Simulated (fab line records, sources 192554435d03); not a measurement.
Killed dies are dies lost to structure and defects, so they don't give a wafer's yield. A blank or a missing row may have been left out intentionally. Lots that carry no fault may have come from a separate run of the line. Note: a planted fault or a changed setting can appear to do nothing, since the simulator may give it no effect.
One fault seen from 2 desks + flow n5 finfet + each desk has only its own numbers; what lay behind them comes last

## AT THE METROLOGY DESK
Lot by lot, what the gauges showed, no matter which tool ran the lot: averages of those sampled wafers that carry a number. Marked OUT: a lot whose mean sits more than 4 standard deviations from the usual mean, which makes it out of limits; the brackets give that distance. Readings shown: 7 of its 10, picked as those furthest out on some lot.
Columns: A = DIBL_P at N5_BEOL_M4_RC_MEAS_101, usual 36.5 mV/V; B = IOFF_P at N5_BEOL_M4_RC_MEAS_101, usual 0.22 nA/um; C = ION_N at N5_BEOL_M4_RC_MEAS_101, usual 675 uA/um; D = ION_P at N5_BEOL_M4_RC_MEAS_101, usual 463 uA/um; E = SS_P at N5_BEOL_M4_RC_MEAS_101, usual 73.4 mV/dec; F = VT_N at N5_BEOL_M4_RC_MEAS_101, usual 249 mV; G = VT_P at N5_BEOL_M4_RC_MEAS_101, usual -250 mV
| lot  | first seen here | A    | B    | C   | D   | E    | F   | G    |
|------|-----------------|------|------|-----|-----|------|-----|------|
| L213 | day 9 03:22     | 35.0 | 0.19 | 666 | 454 | 73.3 | 252 | -251 |
| L214 | day 9 05:13     | 32.7 | 0.15 | 654 | 450 | 72.2 | 255 | -256 |
| L218 | day 10 19:06    | 38.0 | 0.26 | 687 | 470 | 73.2 | 245 | -247 |
| L226 | day 12 03:20    | 35.0 | 0.21 | 672 | 466 | 73.2 | 253 | -248 |
| L224 | day 12 23:21    | 37.5 | 0.28 | 677 | 470 | 74.1 | 247 | -245 |
| L225 | day 13 03:48    | 36.3 | 0.22 | 667 | 462 | 73.0 | 248 | -248 |
| L227 | day 13 04:44    | 35.1 | 0.17 | 672 | 457 | 73.2 | 253 | -255 |
| L230 | day 14 18:22    | 34.5 | 0.16 | 678 | 460 | 73.2 | 252 | -253 |
| L229 | day 14 21:08    | 38.1 | 0.24 | 707 | 477 | 73.7 | 244 | -249 |
Result from this desk: across the 9 lots, nothing is out of limits.

## DESK OF THE TOOL OWNER: ald metal-01
The tool's own readings at N5_BEOL_M0_ALD_136 (deposits TaN, pulse time 2 s, purge time 3 s, co reactant purge time 2 s): means of the sampled wafers that have a number, for each lot that ran on this tool. Marked OUT: a lot whose mean sits more than 4 standard deviations from the usual mean, which makes it out of limits; the brackets give that distance.
Columns: A = heater power w at N5_BEOL_M0_ALD_136, usual 397 W
| lot  | first seen here | A   |
|------|-----------------|-----|
| L213 | day 6 19:49     | 380 |
| L214 | day 6 21:25     | 389 |
| L224 | day 9 14:37     | 382 |
| L225 | day 9 17:03     | 379 |
| L227 | day 10 00:14    | 409 |
Result from this desk: across the 5 lots, nothing is out of limits.

## TAKEN TOGETHER
Nothing out of limits was seen by the metrology desk.
The desk of the tool owner found nothing out of limits.

## WHAT WAS PUT IN BY THE SIMULATOR
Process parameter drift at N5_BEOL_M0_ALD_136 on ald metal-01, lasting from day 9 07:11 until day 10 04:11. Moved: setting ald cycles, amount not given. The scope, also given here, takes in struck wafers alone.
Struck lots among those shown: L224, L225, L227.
